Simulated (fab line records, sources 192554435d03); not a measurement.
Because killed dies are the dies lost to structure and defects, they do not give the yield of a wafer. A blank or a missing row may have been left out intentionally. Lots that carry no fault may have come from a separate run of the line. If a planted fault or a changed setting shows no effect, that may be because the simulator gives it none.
Struck lot and sound lot, side by side -- flow n5 finfet -- 18 out of 1938 route steps
Sound: wafers L182.1, L182.2, L182.6. Struck: wafer L199.4; the same lot's L199.5 was not struck, so it is left out; see the end for the cause.
At each step with rows: each side's tool, then ch and its chambers, then its first start. Under that, the readings that differ: sound wafers -- struck wafers -- difference of the means -- sigmas: that difference in standard deviations of wafers without a fault.
alike: readings with means less than 2 such deviations apart, plus words and numbers identical on both sides. not compared: withheld readings, readings lacking a value on some wafer, bounds such as >300 that could conceal the same value, and numbers that have no deviation in the record and whose values overlap.
A row with sigmas, a row that says differs or no value, or rows on one side alone: a step with any of these is where the two part. Numbers that don't overlap but have no deviation are shown without sigmas and don't part them. A reading that every wafer of one side lacks parts them only if that side has two wafers or more.

first, 1 step without rows for these wafers: N5_BEOL_M4_ANNEAL_82 (time 240 s).
N5_BEOL_M4_SPUTTER_86: material Cu, target thk 4.5 nm, time 8.29 s.
  struck on pvd sputter-02, day 13 11:39; sound on pvd sputter-01, day 8 22:28
  alike: throttle valve pct
then, 2 steps without rows for these wafers: N5_BEOL_M4_ANNEAL_87 (time 240 s); N5_BEOL_M4_SPUTTER_88 (material Cu, target thk 4.5 nm, time 8.29 s).
N5_BEOL_M4_ANNEAL_89: time 240 s.
  struck on pvd sputter-02, day 13 11:57; sound on pvd sputter-01, day 8 22:46
  alike: heater power w
N5_BEOL_M4_SPUTTER_90: material Cu, target thk 4.5 nm, time 8.29 s.
  struck on pvd sputter-02, day 13 12:05; sound on pvd sputter-01, day 8 22:54
  alike: throttle valve pct
N5_BEOL_M4_ANNEAL_91: time 240 s.
  struck on pvd sputter-02, day 13 12:10; sound on pvd sputter-01, day 8 22:59
  alike: heater power w
then, 3 steps without rows for these wafers: N5_BEOL_M4_SPUTTER_92 (material Cu, target thk 4.5 nm, time 8.29 s); N5_BEOL_M4_ANNEAL_93 (time 240 s); N5_BEOL_M4_SPUTTER_94 (material Cu, target thk 4.5 nm, time 8.29 s).
N5_BEOL_M4_ANNEAL_95: time 240 s.
  struck on pvd sputter-02, day 13 12:37; sound on pvd sputter-01, day 8 23:25
  alike: heater power w
then, 1 step without rows for these wafers: N5_BEOL_M4_SPUTTER_96 (material Cu, target thk 4.5 nm, time 8.29 s).
N5_BEOL_M4_ECD_50: material Cu, target thk 300 nm.
  sound on ecd cu-01 ch 0,1, day 8 23:41; struck on ecd cu-02 ch 1, day 13 12:53
reading,sound,struck,difference,sigmas
model.Cu_of_BEOL_M4_ECD_50.thk nm (nm),299.6 301 297.8,208,-91,
then, 1 step without rows for these wafers: N5_BEOL_M4_ANNEAL_51 (time 90 s).
N5_BEOL_M4_CMP_52: polishes, stops on SiOC, t overpolish 6.8 s, target thk 40 nm.
  sound on cmp-03 ch 1,2,3, day 9 00:04; struck on cmp-04 ch 2, day 13 13:36
reading,sound,struck,difference,sigmas
motor current A (A),6.7 7.5 6.8,5.2,-1.8,-2
time to endpoint s (s),69 69 69,49,-20,-6
  alike: retaining ring pressure frac, slurry flow ml min
N5_BEOL_M4_THK_MEAS_53: measures by xrf.
  struck on film metro-01, day 13 13:54; sound on film metro-01, day 9 00:21
  alike: M4_THK
N5_BEOL_M4_RC_MEAS_101:
  sound on prober-01 ch 0, day 9 00:40; struck on prober-02 ch 0, day 13 14:40
  alike: DIBL_N, DIBL_P, IOFF_N, IOFF_P, ION_N, ION_P, SS_N, SS_P, VT_N, VT_P
-- the record jumps here: 5 days lie between the struck wafers' starts before and after (it left off in module BEOL_M4 and takes up again in module PASSIVATION, whose first step shown is number 1936 of the route) --
N5_PASSIVATION_PROBE_49:
  struck on prober-02, day 18 05:24; sound on prober-02, day 13 05:26
reading,sound,struck,difference,sigmas
sort_bin_6_memory (%),3.3 2.3 2.8,4.4,+1.6,+3
  alike: defect limited yield, killed_at_M0_to_M3, killed_at_M4_up, killed at contacts, killed at front end, killed at other, killed dies, killed open, killed short, sort_bin_5_function, sort_bin_8_speed, sort n pass, sort yield pct

WHERE THEY PART
At N5_BEOL_M4_CMP_52 first; at N5_PASSIVATION_PROBE_49 last (within this record only).

WHY: what had been put in by the simulator
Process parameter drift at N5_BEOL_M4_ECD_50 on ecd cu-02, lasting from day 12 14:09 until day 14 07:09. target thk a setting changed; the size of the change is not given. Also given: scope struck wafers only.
